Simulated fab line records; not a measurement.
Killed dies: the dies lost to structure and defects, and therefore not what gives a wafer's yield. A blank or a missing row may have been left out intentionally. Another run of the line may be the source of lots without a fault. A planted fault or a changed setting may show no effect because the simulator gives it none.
Chamber matching | flow nand_harc | NHARC_A_CHANNEL_FILL_D2_STRIP_28 on rie_diel-05 has 4 sister chambers
The step strips in O2, time 20 s. 24 wafers are shown with their chamber, then 12 later ones without.

## WAFERS, EACH WITH ITS CHAMBER
wafer  | chamber | drypump_motor_current_A (A) | oes_product_au (a.u.) | rf_vpp_V (V)
L074.1 | 2       | 5.7                         | 0.984                 | 56.9
L074.2 | 1       | 6.6                         | 1.031                 | 58.3
L074.5 | 3       | 5.7                         | 0.993                 | 58.1
L076.1 | 2       | 5.6                         | 0.994                 | 57.2
L076.3 | 1       | 6.6                         | 1.015                 | 57.3
L076.6 | 3       | 5.6                         | 1.002                 | 58.9
L078.4 | 1       | 6.5                         | 1.027                 | 59.3
L078.5 | 3       | 5.7                         | 0.999                 | 59.7
L078.6 | 0       | 5.0                         | 1.023                 | 58.9
L081.2 | 0       | 4.9                         | 1.005                 | 59.7
L081.4 | 2       | 5.6                         | 0.986                 | 57.7
L081.5 | 2       | 5.7                         | 0.990                 | 56.7
L082.2 | 0       | 5.0                         | 1.013                 | 57.6
L082.4 | 1       | 6.6                         | 1.035                 | 57.2
L082.6 | 2       | 5.6                         | 0.995                 | 58.3
L085.1 | 1       | 6.6                         | 0.998                 | 58.7
L085.3 | 3       | 5.7                         | 1.016                 | 57.5
L085.6 | 0       | 5.0                         | 1.009                 | 58.4
L086.2 | 1       | 6.6                         | 1.002                 | 57.9
L086.4 | 0       | 4.9                         | 1.003                 | 57.8
L086.6 | 0       | 5.0                         | 1.008                 | 58.1
L089.2 | 1       | 6.6                         | 1.003                 | 57.9
L089.4 | 0       | 5.0                         | 1.006                 | 57.7
L089.5 | 3       | 5.6                         | 1.021                 | 58.8

SIGNATURES (means of the wafers above)
reading                 | chamber 0 | chamber 1 | chamber 2 | chamber 3 | scatter within a chamber
drypump_motor_current_A | 4.971     | 6.586     | 5.640     | 5.660     | 0.0484
oes_product_au          | 1.00957   | 1.01586   | 0.98980   | 1.00620   | 0.0108
rf_vpp_V                | 58.314    | 58.086    | 57.360    | 58.600    | 0.752
Rule: for a wafer and a chamber, the distance is found by dividing, reading by reading, the gap between the wafer's reading and the chamber's mean by the reading's scatter, squaring, summing and taking the root. If the next closest chamber is less than 2 further off than the closest, the wafer can't be placed; otherwise it belongs to the closest. How the scatter is found: for the shown wafers, subtract from each reading the mean of its chamber, square and add these, divide the total by (wafers less chambers), then take the root.

## WAFERS WITHOUT THEIR CHAMBER
wafer  | drypump_motor_current_A (A) | oes_product_au (a.u.) | rf_vpp_V (V)
L090.1 | 5.7                         | 1.034                 | 57.8
L090.2 | 5.7                         | 0.998                 | 58.9
L090.3 | 6.6                         | 1.007                 | 58.6
L092.1 | 5.6                         | 1.018                 | 58.8
L092.3 | 5.7                         | 0.992                 | 58.4
L092.5 | 5.7                         | 1.015                 | 57.7
L094.1 | 5.7                         | 1.016                 | 58.2
L094.4 | 5.6                         | 0.993                 | 57.1
L094.5 | 6.6                         | 0.997                 | 57.0
L096.4 | 5.7                         | 1.012                 | 58.8
L096.5 | 5.7                         | 1.012                 | 58.2
L096.6 | 5.0                         | 1.007                 | 57.9

## THE CHAMBER EACH PASSED THROUGH
wafer  | from the rows above     | in truth
L090.1 | can't be placed: 3 or 2 | 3
L090.2 | can't be placed: 3 or 2 | 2
L090.3 | 1                       | 1
L092.1 | can't be placed: 3 or 2 | 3
L092.3 | can't be placed: 3 or 2 | 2
L092.5 | can't be placed: 3 or 2 | 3
L094.1 | can't be placed: 3 or 2 | 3
L094.4 | can't be placed: 2 or 3 | 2
L094.5 | 1                       | 1
L096.4 | 3                       | 3
L096.5 | can't be placed: 3 or 2 | 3
L096.6 | 0                       | 0
Correct placement for 4 of the 12. Cannot be placed on the basis of these rows: 8; the candidates contain the true chamber in 8. 0 placed wrongly.
